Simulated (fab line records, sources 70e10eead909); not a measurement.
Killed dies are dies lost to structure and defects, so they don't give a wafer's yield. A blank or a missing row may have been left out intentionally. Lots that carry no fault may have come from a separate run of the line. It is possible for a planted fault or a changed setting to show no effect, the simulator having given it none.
Chamber matching	flow nand harc	rie diel-05 running NHARC_A_STAIRCASE_DESCUM_186: 4 sister chambers
The step chemistry O2, time 3 s. 16 wafers are shown with their chamber, then 8 later ones without.

== EACH WAFER AND ITS CHAMBER ==
wafer	chamber	drypump motor current A (A)	showerhead plenum p Torr (Torr)	oes product au (a.u.)
L075.2	3	6.6	1.91	0.998
L075.5	0	5.8	1.95	0.988
L075.6	3	6.6	1.91	1.001
L079.2	2	6.1	2.02	0.994
L079.3	0	5.8	1.95	1.003
L079.4	1	5.9	1.91	1.008
L084.1	3	6.6	1.90	0.989
L084.2	0	5.8	1.95	0.990
L084.6	0	5.9	1.95	0.997
L089.1	2	6.1	2.01	1.001
L089.2	3	6.6	1.90	0.989
L089.3	0	5.8	1.94	0.982
L086.3	3	6.6	1.90	0.994
L086.5	2	6.2	2.01	0.996
L086.6	3	6.6	1.90	0.990
L097.1	1	5.9	1.90	1.009

SIGNATURES (averages over the wafers above)
reading	chamber 0	chamber 1	chamber 2	chamber 3	scatter within a chamber
drypump motor current A	5.820	5.900	6.133	6.600	0.035
showerhead plenum p Torr	1.9480	1.9050	2.0133	1.9033	0.00524
oes product au	0.99200	1.00850	0.99700	0.99350	0.00593
Rule: distance of a wafer from a chamber = root of the sum over the readings of ((wafer's reading minus chamber's mean) / reading's scatter) squared. If the next closest chamber is less than 2 further off than the closest, the wafer can't be placed; otherwise it belongs to the closest. The scatter: the root of (the sum of the squares of (reading less its chamber's mean) over the shown wafers, divided by (wafers less chambers)).

== WAFERS MISSING THEIR CHAMBER ==
wafer	drypump motor current A (A)	showerhead plenum p Torr (Torr)	oes product au (a.u.)
L097.2	6.2	2.01	1.010
L097.4	5.8	1.94	1.004
L095.1	5.8	1.94	0.999
L095.2	6.2	2.01	1.004
L095.5	6.6	1.90	1.000
L096.2	5.9	1.90	1.003
L096.3	6.7	1.90	1.005
L096.6	6.7	1.90	1.007

== EACH ONE'S CHAMBER ==
wafer	from the rows above	in truth
L097.2	2	2
L097.4	0	0
L095.1	0	0
L095.2	2	2
L095.5	3	3
L096.2	1	1
L096.3	3	3
L096.6	3	3
Placed correctly: 8 of 8. Not placeable from these rows: 0. Number placed wrongly: 0.
